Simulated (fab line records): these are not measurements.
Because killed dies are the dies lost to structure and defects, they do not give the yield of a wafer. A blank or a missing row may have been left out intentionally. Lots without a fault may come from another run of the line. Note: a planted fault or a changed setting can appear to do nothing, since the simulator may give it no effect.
Code-filled problem report in 8D (eight disciplines) form    flow n5 finfet    the parts of the form that need people (team, actions taken, sign-off) are left out

1. PROBLEM STATEMENT
A mean of 1031.3 W is read at N5_BEOL_M7_ETCH_62 for rf fwd power W, taken on 1 wafer of 1 lot, against 836.6 W (standard deviation 2.7) on wafers free of any fault. Relative to the usual mean, that is a shift of +72 standard deviations.
The step: etches SOC in N2/H2, target depth 110 nm, overetch 22 nm, time 165 s.
First seen on wafer L681.3, day 11 22:16, on rie diel-06. Wafers with a number at this step in the record: 29, from 10 lots. By rule, "out" or "out of limits" means more than 4 standard deviations away from the usual mean. The rest of the wafers with a number are treated as sound.

2. WHAT IT IS, AND WHAT IT ISN'T
question                     is                        is not
which readings at this step  rf fwd power W, rf vpp V  chamber pressure mTorr, drypump motor current A, oes product au, showerhead plenum p Torr, temp c, throttle valve pct
which lots                   L681                      L671, L672, L673, L674, L678, L680, L685, L687, L690
which wafers of those lots   L681.3                    L681.2
read on which tools          rie diel-06               rie diel-01, rie diel-03
when                         from day 11 22:16         up to then (19 sound wafers); but 9 sound wafers of L685, L687, L690 came after

3. WHAT RULES OUT EACH SUSPECT
Counting: a tool at a process step up to the reading stays a suspect if it ran every lot that is out. Sound lots after the first of them don't rule it out here, since some wafers of a struck lot are sound.
- rie diel-06 at N5_BEOL_M7_ETCH_62 (etches SOC in N2/H2, target depth 110 nm, overetch 22 nm, time 165 s): kept. It ran the lot that is out, L681 (day 11 22:16); its last sound lot up to then is L674 (day 9 23:09). Out on those wafers are its own readings of rf fwd power W, rf vpp V.
- Within rie diel-06 at N5_BEOL_M7_ETCH_62: the wafers that are out ran in chamber 0; their sound lot-mates ran in chamber 2.
After counting, what remains is rie diel-06 at N5_BEOL_M7_ETCH_62.

4. THE CAUSE (what the simulator had put in)
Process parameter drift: rie diel-06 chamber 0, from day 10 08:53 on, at N5_BEOL_M7_ETCH_62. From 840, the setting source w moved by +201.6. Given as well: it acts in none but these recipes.
This tool alone remained once counting was done.

5. THE CHAIN OF EFFECTS, in route order
One row per reading whose mean, taken over the struck wafers that have a number, lies over 3 standard deviations from the usual. Scope: only readings with a usual standard deviation given in the record; hours: median across lots of the time from each lot's start at the first step in this table that gives one to its start at this step; sigmas: change in usual standard deviations.
hours  step                     reading               usual    on struck wafers  change  sigmas
0      N5_BEOL_M7_ETCH_62       rf fwd power W        836.6 W  1031.3            +194.7  +72
0      N5_BEOL_M7_ETCH_62       rf vpp V              525.1 V  491.4             -33.7   -13
69     N5_PASSIVATION_PROBE_49  defect limited yield  91.3 %   85.7              -5.6    -4.3
69     N5_PASSIVATION_PROBE_49  killed_at_M0_to_M3    32       73                +41     +3.7
69     N5_PASSIVATION_PROBE_49  killed dies           102      169               +67     +4.5
69     N5_PASSIVATION_PROBE_49  killed open           67       107               +40     +3.3
69     N5_PASSIVATION_PROBE_49  killed short          34       61                +27     +3.7
69     N5_PASSIVATION_PROBE_49  sort_bin_5_function   5.1 %    8.1               +3.0    +3.5
69     N5_PASSIVATION_PROBE_49  sort_bin_6_memory     3.2 %    5.4               +2.2    +3.6
69     N5_PASSIVATION_PROBE_49  sort n pass           1078     1011              -67     -4.5
69     N5_PASSIVATION_PROBE_49  sort yield pct        91.3 %   85.7              -5.6    -4.3
Here are the process steps it includes:
- N5_BEOL_M7_ETCH_62: etches SOC in N2/H2, target depth 110 nm, overetch 22 nm, time 165 s.
- N5_PASSIVATION_PROBE_49

6. HOW IT WOULD HAVE BEEN CAUGHT EARLIER
In this record no reading fell out of limits until day 11 22:16, 37 hours after the fault had begun at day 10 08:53.
